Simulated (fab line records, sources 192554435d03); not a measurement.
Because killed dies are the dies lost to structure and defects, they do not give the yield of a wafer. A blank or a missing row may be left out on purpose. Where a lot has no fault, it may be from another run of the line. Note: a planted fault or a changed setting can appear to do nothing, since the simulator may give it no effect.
Lot-split experiment | flow n5-finfet | 21 wafers read across 7 lots, on a route 1938 steps long

THE SPLIT
At N5_BEOL_M7_COAT_60 (time 60 s, resist thk 35 nm), the setting spin-rpm was moved away from the recipe's 1500 rpm on 11 of the 21 wafers read, by -5.5% to +8.9%. For the rest of the wafers, this setting stayed at what the recipe calls for.

FROM THE SPLIT TO THE READING: what the file shows between them, 4 steps
- N5_BEOL_M7_COAT_05: resist thk 90 nm
- N5_BEOL_M7_EBR_07
- N5_BEOL_M7_DESCUM_16: chemistry O2, time 7.9 s
- N5_BEOL_M7_ETCH_61: etches SiARC in CF4, target depth 45.5 nm, time 75.8 s

THE READING
SiARC_of_BEOL_M7_COAT_60.thk-nm (the simulator's own value, which no gauge read), in nm, at N5_BEOL_M7_ETCH_62 (etches SOC in N2/H2, target depth 110 nm, overetch 22 nm, time 165 s). The file does not state a usual value for it. Average 28.3 nm, standard deviation 0.13 nm, over the 10 wafers here run with the recipe.

wafer  | tool, chamber at the split | spin-rpm as run, rpm | against the recipe | SiARC_of_BEOL_M7_COAT_60.thk-nm, nm | against lot-mates on the recipe
L076.1 | litho-track-01, 0          | 1418                 | -5.5%              | 29                                  | +0.8
L076.2 | litho-track-01, 0          | 1500                 | recipe             | 28.2                                | -
L076.4 | litho-track-01, 0          | 1418                 | -5.5%              | 29.2                                | +1.0
L083.1 | litho-track-03, 0          | 1615                 | +7.7%              | 26.8                                | -1.4
L083.3 | litho-track-03, 0          | 1615                 | +7.7%              | 26.8                                | -1.4
L083.4 | litho-track-03, 0          | 1500                 | recipe             | 28.2                                | -
L088.3 | litho-track-04, 0          | 1576                 | +5.1%              | 27.4                                | -0.8
L088.5 | litho-track-04, 0          | 1500                 | recipe             | 28.2                                | -
L088.6 | litho-track-04, 0          | 1576                 | +5.1%              | 27.2                                | -1.0
L089.1 | litho-track-04, 0          | 1500                 | recipe             | 28.2                                | -
L089.5 | litho-track-04, 0          | 1500                 | recipe             | 28.2                                | -
L089.2 | litho-track-04, 0          | 1500                 | recipe             | 28.4                                | -
L090.1 | litho-track-01, 0          | 1633                 | +8.9%              | 27                                  | -1.6
L090.3 | litho-track-01, 0          | 1633                 | +8.9%              | 26.6                                | -2.0
L090.4 | litho-track-01, 0          | 1500                 | recipe             | 28.6                                | -
L093.1 | litho-track-03, 0          | 1500                 | recipe             | 28.2                                | -
L093.3 | litho-track-03, 0          | 1627                 | +8.5%              | 26.8                                | -1.4
L093.5 | litho-track-03, 0          | 1627                 | +8.5%              | 26.8                                | -1.4
L096.1 | litho-track-04, 0          | 1500                 | recipe             | 28.4                                | -
L096.2 | litho-track-04, 0          | 1500                 | recipe             | 28.2                                | -
L096.3 | litho-track-04, 0          | 1561                 | +4.1%              | 27.2                                | -1.1

FIT RESULTS
A straight line over all 21 wafers: SiARC_of_BEOL_M7_COAT_60.thk-nm changes by -0.173 nm for each +1% of spin-rpm; r = -0.98; the points scatter about the line by 0.16 nm.
The same after taking each lot's own level away (the mean of its wafers on the recipe; 21 wafers): -0.181 nm for each +1%; r = -0.99; scatter 0.15 nm.
On that fit, the largest move of spin-rpm shifts the reading by 1.6 nm.
The span of the lots' own levels, 28.20 to 28.60 nm, comes to 3.0 times the standard deviation stated above.
So the lot-to-lot level changes the slope little: the two slopes agree.
Check: with one of the wafers moved furthest among these (+8.9%) left out of the fit, the line predicts -1.64 nm for it against its lot-mates. It came out at -1.6 nm against them.

OTHER SPLITS APPLIED TO THESE WAFERS
Before the reading, these wafers also passed through other splits. Each is held against what the fit with the lots' levels taken away leaves over:
other split on the same wafers    | wafers away from the commonest value | r with SiARC_of_BEOL_M7_COAT_60.thk-nm (lot level and that fit taken away)
N5_BEOL_M5_COAT_74 spin-rpm       | 7                                    | -0.24
N5_BEOL_M6_COAT_05 spin-rpm       | 7                                    | +0.52
N5_BEOL_M6_ETCH_62 time-s         | 10                                   | -0.21
N5_BEOL_M7_HM_DEP_02 target-thk-a | 5                                    | +0.02

THE WHOLE CHAIN: every reading that the file lists as answering this split, in the file's order
step               | what it does                                                         | reading                                                                            | change (the file's fit)               | r (the file's)
N5_BEOL_M7_COAT_60 | time 60 s, resist thk 35 nm                                          | SiARC_of_BEOL_M7_COAT_60.thk-nm (the simulator's own value, which no gauge read)   | -0.176 nm for each +1% of the setting | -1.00
N5_BEOL_M7_ETCH_61 | etches SiARC in CF4, target depth 45.5 nm, time 75.8 s               | etch.depth-nm (the simulator's own value, which no gauge read)                     | -0.172 nm for each +1% of the setting | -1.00
N5_BEOL_M7_ETCH_61 | etches SiARC in CF4, target depth 45.5 nm, time 75.8 s               | CAR-ArF_of_BEOL_M7_COAT_05.thk-nm (the simulator's own value, which no gauge read) | +0.139 nm for each +1% of the setting | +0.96
N5_BEOL_M7_ETCH_62 | etches SOC in N2/H2, target depth 110 nm, overetch 22 nm, time 165 s | SiARC_of_BEOL_M7_COAT_60.thk-nm (the simulator's own value, which no gauge read)   | -0.187 nm for each +1% of the setting | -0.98

FILE'S OWN FIT
SiARC_of_BEOL_M7_COAT_60.thk-nm changes by -0.187 nm for each +1% of spin-rpm, r = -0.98.
